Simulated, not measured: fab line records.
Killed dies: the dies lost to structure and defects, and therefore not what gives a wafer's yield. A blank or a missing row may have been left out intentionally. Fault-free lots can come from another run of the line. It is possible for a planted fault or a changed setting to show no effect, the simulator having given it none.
Which of the tools did it?	flow nand_harc	22 lots, 66 wafers sampled, at 6 steps of a route of 1159

WHAT THE GAUGES READ, wafer by wafer
The record holds no reading of a measuring or inspecting step that can be judged against a usual standard deviation.

WHICH TOOL RAN EACH LOT (tool, then ch and the chambers of the sampled wafers, then the start)
lot	NHARC_A_STAIRCASE_TRIM_22	NHARC_A_STAIRCASE_ETCH_23	NHARC_A_STAIRCASE_ETCH_25	NHARC_A_STAIRCASE_ETCH_197	NHARC_A_STAIRCASE_TRIM_224	NHARC_A_STAIRCASE_ETCH_230
L074	rie_diel-02 ch 0,2,3, no start	rie_diel-02 ch 0,1,2, no start	rie_diel-02 ch 0,1, no start	rie_diel-02 ch 1,2,3, no start	rie_diel-10 ch 1,2,3, no start	rie_diel-10 ch 1,2,3, no start
L076	rie_diel-10 ch 1,2, no start	rie_diel-10 ch 1,2,3, no start	rie_diel-10 ch 2,3, no start	rie_diel-10 ch 0,2,3, no start	rie_diel-02 ch 0,1,2, no start	rie_diel-10 ch 1,3, no start
L077	rie_diel-02 ch 0,1,3, no start	rie_diel-02 ch 0,1,2, no start	rie_diel-02 ch 1,2,3, no start	rie_diel-02 ch 0,2,3, no start	rie_diel-10 ch 0,1, no start	rie_diel-10 ch 1,3, no start
L078	rie_diel-10 ch 0,1,3, no start	rie_diel-10 ch 0,1,3, no start	rie_diel-10 ch 0,1,3, no start	rie_diel-10 ch 0,1,3, no start	rie_diel-02 ch 2,3, no start	rie_diel-02 ch 0,1,3, no start
L081	rie_diel-10 ch 0,3, no start	rie_diel-10 ch 0,1,3, no start	rie_diel-10 ch 1,3, no start	rie_diel-06 ch 0,1,3, no start	rie_diel-02 ch 0,1,2, no start	rie_diel-06 ch 0,1,2, no start
L079	rie_diel-02 ch 1,2,3, no start	rie_diel-02 ch 0,1,2, no start	rie_diel-02 ch 0,1,2, no start	rie_diel-02 ch 1,2, no start	rie_diel-10 ch 1,2, no start	rie_diel-10 ch 2,3, no start
L080	rie_diel-10 ch 1,2, no start	rie_diel-10 ch 1,2,3, no start	rie_diel-10 ch 0,1,2, no start	rie_diel-10 ch 1,2,3, no start	rie_diel-06 ch 0,2,3, no start	rie_diel-02 ch 2,3, no start
L082	rie_diel-06 ch 1,2, no start	rie_diel-06 ch 1,2,3, no start	rie_diel-06 ch 1,2,3, no start	rie_diel-10 ch 0,1,3, no start	rie_diel-02 ch 0,1, no start	rie_diel-02 ch 0,3, no start
L084	rie_diel-06 ch 1,2,3, no start	rie_diel-06 ch 1,2,3, no start	rie_diel-06 ch 1,2, no start	rie_diel-10 ch 1,2,3, no start	rie_diel-02 ch 0,2,3, no start	rie_diel-06 ch 0,1,3, no start
L083	rie_diel-06 ch 0,1,2, no start	rie_diel-06 ch 0,1, no start	rie_diel-06 ch 1,2,3, no start	rie_diel-02 ch 2,3, no start	rie_diel-06 ch 0,3, no start	rie_diel-10 ch 0,2,3, no start
L090	rie_diel-10 ch 1,3, no start	rie_diel-10 ch 1,2, no start	rie_diel-10 ch 0,2, no start	rie_diel-02 ch 0,1,2, no start	rie_diel-10 ch 1,2,3, no start	rie_diel-06 ch 1,2,3, no start
L089	rie_diel-10 ch 0,1,3, no start	rie_diel-10 ch 2,3, no start	rie_diel-10 ch 2,3, no start	rie_diel-10 ch 1,2,3, no start	rie_diel-10 ch 0,1, no start	rie_diel-10 ch 1,2,3, no start
L087	rie_diel-10 ch 0,1,3, no start	rie_diel-10 ch 1,2,3, no start	rie_diel-10 ch 0,2,3, no start	rie_diel-06 ch 0,2,3, no start	rie_diel-10 ch 2,3, no start	rie_diel-10 ch 1,2,3, no start
L088	rie_diel-02 ch 1,2,3, no start	rie_diel-02 ch 0,1,2, no start	rie_diel-02 ch 0,2, no start	rie_diel-06 ch 0,2,3, no start	rie_diel-06 ch 0,3, no start	rie_diel-06 ch 2,3, no start
L086	rie_diel-10 ch 0,1,2, no start	rie_diel-10 ch 0,2,3, no start	rie_diel-10 ch 0,1,2, no start	rie_diel-06 ch 0,1,2, no start	rie_diel-10 ch 2,3, no start	rie_diel-10 ch 0,2, no start
L091	rie_diel-06 ch 0,1,3, no start	rie_diel-06 ch 0,2,3, no start	rie_diel-06 ch 0,1,2, no start	rie_diel-06 ch 0,1,2, no start	rie_diel-06 ch 1,2,3, no start	rie_diel-06 ch 0,2,3, no start
L092	rie_diel-02 ch 2,3, no start	rie_diel-02 ch 0,3, no start	rie_diel-02 ch 1,2, no start	rie_diel-10 ch 0,3, no start	rie_diel-02 ch 2,3, no start	rie_diel-02 ch 1,3, no start
L093	rie_diel-06 ch 0,1,3, day 15 17:50 or earlier	rie_diel-06 ch 0,2,3, day 15 17:50 or earlier	rie_diel-06 ch 0,2,3, day 15 17:50 or earlier	rie_diel-02 ch 0,1,3, day 15 17:50 or earlier	rie_diel-02 ch 0,2,3, day 15 17:50	rie_diel-06 ch 0,2,3, no start
L094	rie_diel-06 ch 0,1,3, no start	rie_diel-06 ch 0,1,3, no start	rie_diel-06 ch 1,2,3, no start	rie_diel-10 ch 0,1,2, no start	rie_diel-02 ch 0,2,3, no start	rie_diel-10 ch 0,1,2, no start
L096	rie_diel-02 ch 0,1,2, no start	rie_diel-02 ch 0,3, no start	rie_diel-02 ch 0,1,3, no start	rie_diel-02 ch 1,2, no start	rie_diel-02 ch 2,3, no start	rie_diel-02 ch 2,3, no start
L095	rie_diel-06 ch 0,2, no start	rie_diel-06 ch 0,2, no start	rie_diel-06 ch 1,2, no start	rie_diel-02 ch 0,1,3, no start	rie_diel-02 ch 0,1,3, no start	rie_diel-10 ch 0,1,2, no start
L097	rie_diel-02 ch 0,1,2, no start	rie_diel-02 ch 0,1,2, no start	rie_diel-02 ch 0,1,2, no start	rie_diel-02 ch 0,2,3, no start	rie_diel-06 ch 0,1,3, no start	rie_diel-10 ch 0,2, no start
- NHARC_A_STAIRCASE_TRIM_22: chemistry O2, time 211.2 s.
- NHARC_A_STAIRCASE_ETCH_23: etches the open film in C4F8/O2, target depth 100 nm, time 40.5 s.
- NHARC_A_STAIRCASE_ETCH_25: etches the open film in C4F8/O2, target depth 100 nm, time 40.5 s.
- NHARC_A_STAIRCASE_ETCH_197: etches the open film in C4F8/O2, target depth 100 nm, time 40.5 s.
- NHARC_A_STAIRCASE_TRIM_224: chemistry O2, time 211.2 s.
- NHARC_A_STAIRCASE_ETCH_230: etches the open film in C4F8/O2, target depth 100 nm, time 40.5 s.

AS READ BY THE TOOLS THEMSELVES (means over the sampled wafers that have a number; for cases with no such wafer, the mark the record gives instead)
NHARC_A_STAIRCASE_TRIM_22. Usual: for chamber_pressure_mTorr, 60.01 mTorr with a standard deviation of 0.056; for drypump_motor_current_A, 5.9 A with a standard deviation of 0.38; for o2_flow_sccm, 500.0 sccm with a standard deviation of 1.5; for oes_product_au, 1.000 a.u. with a standard deviation of 0.01; for rf_vpp_V, 57.8 V with a standard deviation of 0.93; for showerhead_plenum_p_Torr, 3.56 Torr with a standard deviation of 0.16; for throttle_valve_pct, 17.036 % with a standard deviation of 0.0087.
lot	tool	chamber_pressure_mTorr (mTorr)	drypump_motor_current_A (A)	o2_flow_sccm (sccm)	oes_product_au (a.u.)	rf_vpp_V (V)	showerhead_plenum_p_Torr (Torr)	throttle_valve_pct (%)	flag
L074	rie_diel-02	60.01	5.9	500.2	0.989	57.7	3.48	17.032	
L076	rie_diel-10	60.01	5.9	500.8	0.994	58.7	3.74	17.040	
L077	rie_diel-02	59.98	5.9	501.0	1.001	58.1	3.46	17.037	
L078	rie_diel-10	60.04	5.9	500.1	0.997	57.2	3.60	17.029	
L081	rie_diel-10	59.97	6.0	499.7	1.004	57.3	3.42	17.031	
L079	rie_diel-02	59.98	5.7	501.3	0.993	57.2	3.49	17.040	
L080	rie_diel-10	59.98	5.9	501.2	0.997	58.0	3.74	17.032	
L082	rie_diel-06	60.03	5.8	501.2	1.011	58.1	3.73	17.028	
L084	rie_diel-06	60.01	5.8	498.5	1.014	56.9	3.69	17.036	
L083	rie_diel-06	59.98	6.0	500.6	1.000	58.1	3.62	17.037	
L090	rie_diel-10	60.01	5.8	500.5	0.989	58.2	3.61	17.036	
L089	rie_diel-10	59.99	6.0	500.1	1.002	57.9	3.58	17.041	
L087	rie_diel-10	60.07	5.9	500.0	0.998	57.3	3.58	17.030	
L088	rie_diel-02	60.04	5.6	500.7	0.998	58.8	3.48	17.038	
L086	rie_diel-10	60.01	6.1	500.6	0.998	58.4	3.70	17.038	
L091	rie_diel-06	60.01	6.1	500.8	1.003	58.1	3.64	17.034	
L092	rie_diel-02	60.07	5.9	499.8	1.015	58.2	3.52	17.032	
L093	rie_diel-06	59.94	6.2	500.7	1.007	58.2	3.64	17.036	
L094	rie_diel-06	59.98	6.2	499.9	1.002	58.1	3.64	17.042	
L096	rie_diel-02	59.99	5.6	500.2	1.004	58.5	3.41	17.041	
L095	rie_diel-06	60.05	6.2	501.0	1.006	57.0	3.50	17.024	
L097	rie_diel-02	59.99	5.6	500.4	0.999	58.0	3.41	17.034	

NHARC_A_STAIRCASE_ETCH_23. Usual: chamber_pressure_mTorr 25.000 mTorr, standard deviation 0.023; oes_product_au 0.942 a.u., standard deviation 0.013; rf_vpp_V 897 V, standard deviation 6.1.
lot	tool	chamber_pressure_mTorr (mTorr)	oes_product_au (a.u.)	rf_vpp_V (V)	flag
L074	rie_diel-02	24.990	0.929	892	
L076	rie_diel-10	24.976	0.957	897	
L077	rie_diel-02	25.002	0.950	892	
L078	rie_diel-10	24.974	0.949	898	
L081	rie_diel-10	24.995	0.954	899	
L079	rie_diel-02	25.008	0.929	892	
L080	rie_diel-10	24.991	0.942	898	
L082	rie_diel-06	25.021	0.960	902	
L084	rie_diel-06	24.981	0.960	901	
L083	rie_diel-06	25.006	0.922	898	
L090	rie_diel-10	25.002	0.938	903	
L089	rie_diel-10	25.020	0.930	891	
L087	rie_diel-10	24.998	0.934	897	
L088	rie_diel-02	25.014	0.925	891	
L086	rie_diel-10	24.988	0.933	896	
L091	rie_diel-06	24.995	0.940	898	
L092	rie_diel-02	24.986	0.947	894	
L093	rie_diel-06	24.997	0.943	897	
L094	rie_diel-06	24.975	0.939	900	
L096	rie_diel-02	25.007	0.944	895	
L095	rie_diel-06	25.000	0.946	897	
L097	rie_diel-02	24.991	0.944	891	

NHARC_A_STAIRCASE_ETCH_25. Usual: chamber_pressure_mTorr 25.003 mTorr, standard deviation 0.021; oes_product_au 0.943 a.u., standard deviation 0.011; rf_vpp_V 897 V, standard deviation 6.1.
lot	tool	chamber_pressure_mTorr (mTorr)	oes_product_au (a.u.)	rf_vpp_V (V)	flag
L074	rie_diel-02	25.012	0.958	892	
L076	rie_diel-10	25.014	0.943	896	
L077	rie_diel-02	24.994	0.939	896	
L078	rie_diel-10	25.011	0.950	899	
L081	rie_diel-10	25.009	0.942	892	
L079	rie_diel-02	25.023	0.935	892	
L080	rie_diel-10	24.990	0.937	902	
L082	rie_diel-06	25.005	0.941	902	
L084	rie_diel-06	24.988	0.960	904	
L083	rie_diel-06	24.973	0.946	901	
L090	rie_diel-10	25.007	0.927	901	
L089	rie_diel-10	25.005	0.942	891	
L087	rie_diel-10	24.998	0.937	897	
L088	rie_diel-02	25.014	0.947	892	
L086	rie_diel-10	24.979	0.936	902	
L091	rie_diel-06	25.021	0.928	899	
L092	rie_diel-02	24.992	0.949	893	
L093	rie_diel-06	24.987	0.935	897	
L094	rie_diel-06	25.019	0.954	901	
L096	rie_diel-02	25.016	0.951	893	
L095	rie_diel-06	25.000	0.956	903	
L097	rie_diel-02	25.011	0.944	892	

NHARC_A_STAIRCASE_ETCH_197. Usual: chamber_pressure_mTorr 25.001 mTorr, standard deviation 0.025; oes_product_au 0.941 a.u., standard deviation 0.02; rf_vpp_V 896 V, standard deviation 5.8.
lot	tool	chamber_pressure_mTorr (mTorr)	oes_product_au (a.u.)	rf_vpp_V (V)	flag
L074	rie_diel-02	25.018	0.935	895	
L076	rie_diel-10	25.004	0.976	896	
L077	rie_diel-02	25.021	0.919	894	
L078	rie_diel-10	25.001	0.943	898	
L081	rie_diel-06	24.995	0.943	900	
L079	rie_diel-02	25.001	0.966	894	
L080	rie_diel-10	24.996	0.975	897	
L082	rie_diel-10	25.011	0.943	897	
L084	rie_diel-10	25.010	0.950	897	
L083	rie_diel-02	25.004	0.966	896	
L090	rie_diel-02	24.984	0.914	892	
L089	rie_diel-10	25.021	0.952	897	
L087	rie_diel-06	24.990	0.932	897	
L088	rie_diel-06	25.012	0.937	897	
L086	rie_diel-06	25.001	0.945	899	
L091	rie_diel-06	24.997	0.941	899	
L092	rie_diel-10	24.989	0.944	891	
L093	rie_diel-02	24.986	0.951	893	
L094	rie_diel-10	24.999	0.960	902	
L096	rie_diel-02	25.002	0.924	893	
L095	rie_diel-02	25.021	0.939	892	
L097	rie_diel-02	24.987	0.918	893	

NHARC_A_STAIRCASE_TRIM_224. Usual: for chamber_pressure_mTorr, 60.00 mTorr with a standard deviation of 0.056; for drypump_motor_current_A, 5.9 A with a standard deviation of 0.42; for o2_flow_sccm, 500.1 sccm with a standard deviation of 1.6; for oes_product_au, 1.000 a.u. with a standard deviation of 0.0095; for rf_vpp_V, 57.6 V with a standard deviation of 0.84; for showerhead_plenum_p_Torr, 3.53 Torr with a standard deviation of 0.15; for throttle_valve_pct, 17.037 % with a standard deviation of 0.0085.
lot	tool	chamber_pressure_mTorr (mTorr)	drypump_motor_current_A (A)	o2_flow_sccm (sccm)	oes_product_au (a.u.)	rf_vpp_V (V)	showerhead_plenum_p_Torr (Torr)	throttle_valve_pct (%)	flag
L074	rie_diel-10	60.01	6.0	502.1	1.004	57.9	3.57	17.036	
L076	rie_diel-02	59.92	5.6	501.1	0.988	57.3	3.43	17.033	
L077	rie_diel-10	60.02	6.0	500.1	1.002	57.7	3.74	17.034	
L078	rie_diel-02	60.00	6.0	500.2	1.001	57.9	3.53	17.034	
L081	rie_diel-02	60.03	5.6	499.0	0.992	57.1	3.43	17.040	
L079	rie_diel-10	60.01	5.9	500.6	1.006	58.4	3.74	17.043	
L080	rie_diel-06	60.03	6.0	500.4	1.006	57.7	3.59	17.035	
L082	rie_diel-02	59.93	5.6	499.9	0.999	58.1	3.40	17.036	
L084	rie_diel-02	60.04	5.9	499.6	0.989	57.2	3.47	17.040	
L083	rie_diel-06	60.03	6.3	500.0	0.992	57.6	3.55	17.032	
L090	rie_diel-10	59.93	6.0	500.4	0.995	57.9	3.56	17.036	
L089	rie_diel-10	59.99	5.9	501.1	0.997	57.3	3.75	17.030	
L087	rie_diel-10	60.01	6.2	501.0	0.998	58.1	3.50	17.035	
L088	rie_diel-06	59.97	6.1	500.1	1.008	57.7	3.60	17.035	
L086	rie_diel-10	60.00	6.1	498.8	0.993	57.5	3.38	17.047	
L091	rie_diel-06	60.04	5.9	502.2	1.011	57.7	3.68	17.040	
L092	rie_diel-02	60.00	5.9	499.6	1.004	57.6	3.52	17.030	
L093	rie_diel-02	59.96	5.9	500.9	0.999	57.5	3.46	17.038	
L094	rie_diel-02	60.03	5.8	499.6	1.011	56.8	3.46	17.042	
L096	rie_diel-02	59.99	6.0	500.5	0.995	56.7	3.51	17.031	
L095	rie_diel-02	60.04	5.9	499.0	1.006	57.6	3.44	17.039	
L097	rie_diel-06	60.00	6.2	499.7	1.010	57.7	3.63	17.043	

NHARC_A_STAIRCASE_ETCH_230. Usual: chamber_pressure_mTorr 24.997 mTorr, standard deviation 0.021; oes_product_au 0.950 a.u., standard deviation 0.015; rf_vpp_V 898 V, standard deviation 6.3.
lot	tool	chamber_pressure_mTorr (mTorr)	oes_product_au (a.u.)	rf_vpp_V (V)	flag
L074	rie_diel-10	24.997	0.937	897	
L076	rie_diel-10	25.010	0.938	893	
L077	rie_diel-10	24.982	0.947	894	
L078	rie_diel-02	24.997	0.930	894	
L081	rie_diel-06	24.987	0.969	899	
L079	rie_diel-10	24.999	0.944	890	
L080	rie_diel-02	25.010	0.977	895	
L082	rie_diel-02	24.978	0.955	895	
L084	rie_diel-06	24.982	0.944	899	
L083	rie_diel-10	24.992	0.967	896	
L090	rie_diel-06	25.005	0.931	902	
L089	rie_diel-10	25.011	0.934	897	
L087	rie_diel-10	24.998	0.952	896	
L088	rie_diel-06	25.004	0.960	900	
L086	rie_diel-10	24.984	0.941	901	
L091	rie_diel-06	24.998	0.957	897	
L092	rie_diel-02	25.006	0.944	893	
L093	rie_diel-06	24.987	0.949	898	
L094	rie_diel-10	25.015	0.959	903	
L096	rie_diel-02	25.001	0.945	896	
L095	rie_diel-10	24.997	0.968	902	
L097	rie_diel-10	24.988	0.931	901	

THE ANSWER, worked out from the rows above alone
Rule: a lot is off if the mean of its wafers that have a number lies more than 3 standard deviations from the usual mean. Also off: a lot with no number at a reading for which 4 or more lots have one. The other lots that the step has rows for count as sound. The gauges are gone through in route order, then the tools' own readings, and for those a lot's mean is taken as printed above. The first step at which some lot is off is used, and at that step the reading that is off furthest; a lot without a number counts as furthest.
Across all readings shown, no lot is off: no conclusion can be drawn from this.

WHAT HAD BEEN PUT IN BY THE SIMULATOR
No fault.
